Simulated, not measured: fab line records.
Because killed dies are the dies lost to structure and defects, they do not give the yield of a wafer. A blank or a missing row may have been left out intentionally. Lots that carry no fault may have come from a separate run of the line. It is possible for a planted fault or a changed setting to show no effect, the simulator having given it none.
Which tool was responsible?    flow nandHarc    13 lots, 36 wafers sampled, at 6 steps of a route of 1159

## WHAT EACH GAUGE READ, for each wafer
NHARC_P_CONTACT_INSPECT_27. Usual: rawDefectCount 272, standard deviation 100.
lot   measured      on                rawDefectCount  flag
L806  day 5 12:48   defectInspect-01  188 586 172     
L808  day 6 11:49   defectInspect-01  407 227 242     
L807  day 6 12:22   defectInspect-02  164 249 422     
L810  day 6 14:23   defectInspect-02  320 325 259     
L813  day 7 14:51   defectInspect-01  381 274         
L814  day 7 18:08   defectInspect-01  425 317         
L815  day 7 19:15   defectInspect-01  267 211         
L820  day 9 01:02   defectInspect-02  240 316 240     
L823  day 9 23:31   defectInspect-01  301 255 465     
L824  day 10 11:01  defectInspect-01  319 294 234     
L827  day 10 22:26  defectInspect-01  233 204 262     
L826  day 10 22:56  defectInspect-02  318 442 504     
L828  day 11 16:26  defectInspect-02  151 222 204     

NHARC_P_M0_CD_MEAS_09: target cd 90 nm. Usual: cdNm 90.3 nm, standard deviation 0.75.
lot   measured      on        cdNm (nm)       flag
L806  day 5 13:44   cdSem-02  90.3 90.7 89.8  
L808  day 6 12:44   cdSem-03  91.9 90.0 91.0  
L807  day 6 13:16   cdSem-03  90.6 90.6 89.8  
L810  day 6 15:09   cdSem-02  90.3 90.3 89.1  
L813  day 7 15:49   cdSem-01  91.2 87.7       
L814  day 7 19:03   cdSem-03  90.2 86.0       
L815  day 7 20:35   cdSem-03  90.3 87.3       
L820  day 9 01:50   cdSem-03  91.6 90.4 90.4  
L823  day 10 00:17  cdSem-03  89.4 88.5 89.9  
L824  day 10 11:50  cdSem-02  91.1 89.7 88.7  
L827  day 10 23:20  cdSem-01  90.8 91.8 90.1  
L826  day 10 23:50  cdSem-02  90.0 91.8 90.7  
L828  day 11 17:12  cdSem-02  90.1 90.0 89.7  

NHARC_END_SORT_01. Usual: defectLimitedYield 95.3 %, standard deviation 1.5; killedAtArray 28, standard deviation 10; killedAtOther 0.6, standard deviation 1.1; killedAtPeriphery 3.6, standard deviation 2.6; killedDies 32, standard deviation 10; killedOpen 3.3, standard deviation 1.8; killedShort 1.9, standard deviation 1.4; sort_bin_2_pct 1.5 %, standard deviation 0.61; sort_bin_3_pct 0.27 %, standard deviation 0.2; sort_bin_4_pct 3.0 %, standard deviation 1; sortNPass 645, standard deviation 10; sortRimYieldPct 97.3 %, standard deviation 1.9; sortYieldPct 95.3 %, standard deviation 1.5.
lot   measured      on         defectLimitedYield (%)  killedAtArray  killedAtOther  killedAtPeriphery  killedDies  killedOpen  killedShort  sort_bin_2_pct (%)  sort_bin_3_pct (%)  sort_bin_4_pct (%)  sortNPass    sortRimYieldPct (%)  sortYieldPct (%)  flag
L815  day 22 02:07  prober-01  93.1 93.1               37 44          3 1            7 2                47 47       1 4         3 2          1.6 1.3             0.59 0.44           4.7 5.2             630 630      92.5 98.1            93.1 93.1         
L820  day 23 07:10  prober-02  93.2 92.2 92.6          43 51 49       1 1 0          2 1 1              46 53 50    3 2 7       1 1 1        2.1 2.4 2.2         0.44 0.74 0.74      4.3 4.7 4.4         631 624 627  99.1 95.3 97.2       93.2 92.2 92.6    
L823  day 23 17:20  prober-01  94.8                    34             0              1                  35          1           5            1.2                 0.15                3.8                 642          96.2                 94.8              

## EACH LOT AND THE TOOL THAT RAN IT (in order: tool; ch and the chambers of the sampled wafers; start)
lot   NHARC_P_CONTACT_ETCH_36                       NHARC_P_CONTACT_DEGAS_38     NHARC_P_M0_PEB_07
L806  rieDiel-11 ch 0,2,3, day 5 09:49 or earlier   pvdSputter-02, day 5 09:49   lithoTrack-01 ch 0, day 5 13:39
L808  rieDiel-11 ch 1,2, day 6 03:37 or earlier     pvdSputter-01, day 6 03:37   lithoTrack-06 ch 0, day 6 12:39
L807  rieDiel-13 ch 0,1,2, day 6 04:42 or earlier   pvdSputter-02, day 6 04:42   lithoTrack-04 ch 0, day 6 13:11
L810  rieDiel-01 ch 2,3, day 6 08:07 or earlier     pvdSputter-02, day 6 08:07   lithoTrack-04 ch 0, day 6 15:04
L813  rieDiel-01 ch 0,3, day 7 10:59 or earlier     pvdSputter-03, day 7 10:59   lithoTrack-06 ch 0, day 7 15:44
L814  rieDiel-01 ch 0,3, day 7 16:41 or earlier     pvdSputter-03, day 7 16:41   lithoTrack-06 ch 0, day 7 18:58
L815  rieDiel-01 ch 2,3, day 7 17:46 or earlier     pvdSputter-02, day 7 17:46   lithoTrack-06 ch 0, day 7 20:30
L820  rieDiel-01 ch 0,3, day 8 18:44 or earlier     pvdSputter-02, day 8 18:44   lithoTrack-04 ch 0, day 9 01:46
L823  rieDiel-01 ch 0,1,2, day 9 19:07 or earlier   pvdSputter-01, day 9 19:07   lithoTrack-04 ch 0, day 10 00:13
L824  rieDiel-13 ch 0,1,2, day 10 09:29 or earlier  pvdSputter-03, day 10 09:29  lithoTrack-04 ch 0, day 10 11:45
L827  rieDiel-01 ch 0,2, day 10 17:50 or earlier    pvdSputter-03, day 10 17:50  lithoTrack-06 ch 0, day 10 23:15
L826  rieDiel-11 ch 2,3, day 10 18:09 or earlier    pvdSputter-03, day 10 18:09  lithoTrack-01 ch 0, day 10 23:46
L828  rieDiel-11 ch 1,2, day 11 09:14 or earlier    pvdSputter-02, day 11 09:14  lithoTrack-01 ch 0, day 11 17:07
- NHARC_P_CONTACT_ETCH_36: etches the open film in N2/H2, target depth 260 nm, time 406.25 s.
- NHARC_P_CONTACT_DEGAS_38: time 60 s.
- NHARC_P_M0_PEB_07: peb time 65 s.

## AS READ BY THE TOOLS THEMSELVES (means over the sampled wafers that have a number; for cases with no such wafer, the mark the record gives instead)
NHARC_P_CONTACT_ETCH_36. Usual: biasW 150.0 W, standard deviation 0.44; drypumpMotorCurrentA 5.6 A, standard deviation 0.62; oesProductAu 1.003 a.u., standard deviation 0.014; rfVppV 430.2 V, standard deviation 2.7; showerheadPlenumPTorr 2.03 Torr, standard deviation 0.097; throttleValvePct 14.171 %, standard deviation 0.0086.
lot   tool        biasW (W)  drypumpMotorCurrentA (A)  oesProductAu (a.u.)  rfVppV (V)  showerheadPlenumPTorr (Torr)  throttleValvePct (%)  flag
L806  rieDiel-11  149.7      5.7                       1.005                433.0       2.12                          14.172                
L808  rieDiel-11  150.4      5.0                       0.988                430.7       2.07                          14.161                
L807  rieDiel-13  149.5      6.0                       1.013                429.4       2.01                          14.173                
L810  rieDiel-01  149.3      5.6                       1.013                431.3       2.06                          14.173                
L813  rieDiel-01  149.6      5.9                       1.000                426.8       1.93                          14.171                
L814  rieDiel-01  149.9      5.9                       0.997                427.2       1.93                          14.174                
L815  rieDiel-01  150.0      5.8                       1.008                431.0       2.04                          14.171                
L820  rieDiel-01  150.0      6.2                       0.993                427.6       1.94                          14.171                
L823  rieDiel-01  150.5      5.2                       1.012                430.1       2.01                          14.171                
L824  rieDiel-13  150.1      6.0                       1.009                430.0       2.00                          14.177                
L827  rieDiel-01  149.7      5.0                       1.023                430.5       2.05                          14.164                
L826  rieDiel-11  150.3      5.2                       1.004                432.8       2.12                          14.174                
L828  rieDiel-11  150.2      5.2                       1.004                429.5       2.02                          14.163                

NHARC_P_CONTACT_DEGAS_38. Usual: heaterPowerW 480 W, standard deviation 39.
lot   tool           heaterPowerW (W)  flag
L806  pvdSputter-02  465               
L808  pvdSputter-01  453               
L807  pvdSputter-02  481               
L810  pvdSputter-02  478               
L813  pvdSputter-03  530               
L814  pvdSputter-03  535               
L815  pvdSputter-02  488               
L820  pvdSputter-02  484               
L823  pvdSputter-01  463               
L824  pvdSputter-03  518               
L827  pvdSputter-03  526               
L826  pvdSputter-03  517               
L828  pvdSputter-02  477               

NHARC_P_M0_PEB_07. Usual: heaterPowerTotalW 156.6 W, standard deviation 0.41.
lot   tool           heaterPowerTotalW (W)  flag
L806  lithoTrack-01  156.9                  
L808  lithoTrack-06  156.8                  
L807  lithoTrack-04  156.7                  
L810  lithoTrack-04  156.5                  
L813  lithoTrack-06  160.2                  OFF
L814  lithoTrack-06  159.8                  OFF
L815  lithoTrack-06  160.5                  OFF
L820  lithoTrack-04  157.0                  
L823  lithoTrack-04  156.4                  
L824  lithoTrack-04  157.0                  
L827  lithoTrack-06  156.7                  
L826  lithoTrack-01  156.8                  
L828  lithoTrack-01  156.4                  

## THE ANSWER, worked out from the rows above alone
Rule: a lot is off if the mean of its wafers that have a number lies more than 3 standard deviations from the usual mean. Also off: a lot with no number at a reading for which 4 or more lots have one. All remaining lots with rows at the step are treated as sound. The gauges are gone through in route order, then the tools' own readings, and for those a lot's mean is taken as printed above. The first step at which some lot is off is used, and at that step the reading that is off furthest; a lot without a number counts as furthest.
Off, at NHARC_P_M0_PEB_07 on heaterPowerTotalW: L813, L814, L815.
If a tool, at that step or one of the process steps before it, ran each lot that is off and ran no sound lot following the first of them, it fits. NHARC_P_CONTACT_ETCH_36: start missing for some lots; hours and lot order therefore follow NHARC_P_CONTACT_DEGAS_38. Of those tried, none fits.

## WHAT THE SIMULATOR HAD INSERTED
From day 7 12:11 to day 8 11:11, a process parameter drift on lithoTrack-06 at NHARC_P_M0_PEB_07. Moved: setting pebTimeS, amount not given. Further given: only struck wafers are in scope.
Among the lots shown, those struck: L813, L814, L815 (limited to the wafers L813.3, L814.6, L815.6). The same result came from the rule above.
